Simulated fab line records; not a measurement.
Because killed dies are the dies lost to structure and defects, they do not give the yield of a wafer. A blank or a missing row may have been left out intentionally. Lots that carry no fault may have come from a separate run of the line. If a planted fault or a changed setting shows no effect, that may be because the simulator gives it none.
8D (eight disciplines) problem report, filled in by code || flow nand-harc || the parts of the form that need people (team, actions taken, sign-off) are left out

1. THE PROBLEM
Wafers without a fault read 326, standard deviation 120; raw-defect-count at NHARC_P_M1_INSPECT_27 reads a mean of 1679 on 6 wafers belonging to 2 lots. That is +11 standard deviations from the usual mean.
Seen first at day 10 06:26 on defect-inspect-01, wafer L170.2. At this step, 36 wafers from 12 lots have a number in the record. The rule behind "out" and "out of limits": a value lying over 4 standard deviations away from the usual mean. Any other wafer with a number is counted as sound.

2. WHAT THIS IS AND IS NOT
{"question": "which readings at this step", "is": "raw-defect-count", "is not": "-"}
{"question": "which lots", "is": "L170, L171", "is not": "L161, L163, L174, L177, L178, L179, L180, L182, L183, L184"}
{"question": "which wafers of those lots", "is": "all that have a number", "is not": "-"}
{"question": "read on which gauges", "is": "defect-inspect-01", "is not": "defect-inspect-02"}
{"question": "when", "is": "from day 10 06:26", "is not": "up to then (6 sound wafers); but 24 sound wafers of L174, L177, L178, L179, L180, L182, L183, L184 came after"}

3. SUSPECTS, AND WHAT RULES EACH OUT
Counting: a tool at a process step up to the reading stays a suspect if it ran every lot that is out and no sound lot after the first of them.
- the gauge at NHARC_P_M1_INSPECT_27: ruled out. All the wafers that are out were read on defect-inspect-01, but those of them that NHARC_END_SORT_01 has rows for are out there too, on other tools.
- cmp-01 at NHARC_P_M1_CMP_23 (polishes, t overpolish 20 s, target thk 157.82 nm): ruled out as a lasting fault. The sound lots L179, L180 went through it after L170, its earliest lot that is out (day 10 06:00).
Left after counting: nothing in the record.

4. THE CAUSE (what the simulator had put in)
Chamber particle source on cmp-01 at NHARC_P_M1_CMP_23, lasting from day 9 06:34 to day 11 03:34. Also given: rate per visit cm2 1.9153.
It was ruled out by counting, in error; the rule expects a fault to strike all lots run on its tool from its start on, and this fault did not.

5. THE CHAIN OF EFFECTS, in route order
One row per reading whose mean, taken over the struck wafers that have a number, lies over 3 standard deviations from the usual. Only readings for which the record gives a usual standard deviation are gone through. hours: the time from each lot's start at the first step in this table that gives one to its start at this step, as a median over the lots. sigmas: the change in usual standard deviations.
{"hours": 0, "step": "NHARC_P_M1_INSPECT_27", "reading": "raw-defect-count", "usual": 326, "on struck wafers": 1679, "change": "+1353", "sigmas": "+11"}
{"hours": 1, "step": "NHARC_P_M2_INSPECT_11", "reading": "raw-defect-count", "usual": 5, "on struck wafers": 1248, "change": "+1243", "sigmas": "+99 or more"}
{"hours": 429, "step": "NHARC_END_SORT_01", "reading": "defect-limited-yield", "usual": "90 %", "on struck wafers": 16, "change": -74, "sigmas": -24}
{"hours": 429, "step": "NHARC_END_SORT_01", "reading": "killed-at-periphery", "usual": 5, "on struck wafers": 540, "change": "+535", "sigmas": "+99 or more"}
{"hours": 429, "step": "NHARC_END_SORT_01", "reading": "killed-dies", "usual": 64, "on struck wafers": 573, "change": "+509", "sigmas": "+24"}

6. WHAT WOULD HAVE CAUGHT IT SOONER
Counted from the fault's start at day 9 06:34, it took 24 hours until the first out-of-limits reading at a measuring or inspecting step in this record, taken at day 10 06:26.
No tool reading at NHARC_P_M1_CMP_23 that has a usual standard deviation in the record was out on any struck wafer, so an alarm limit of 4 standard deviations on those readings would not have fired.
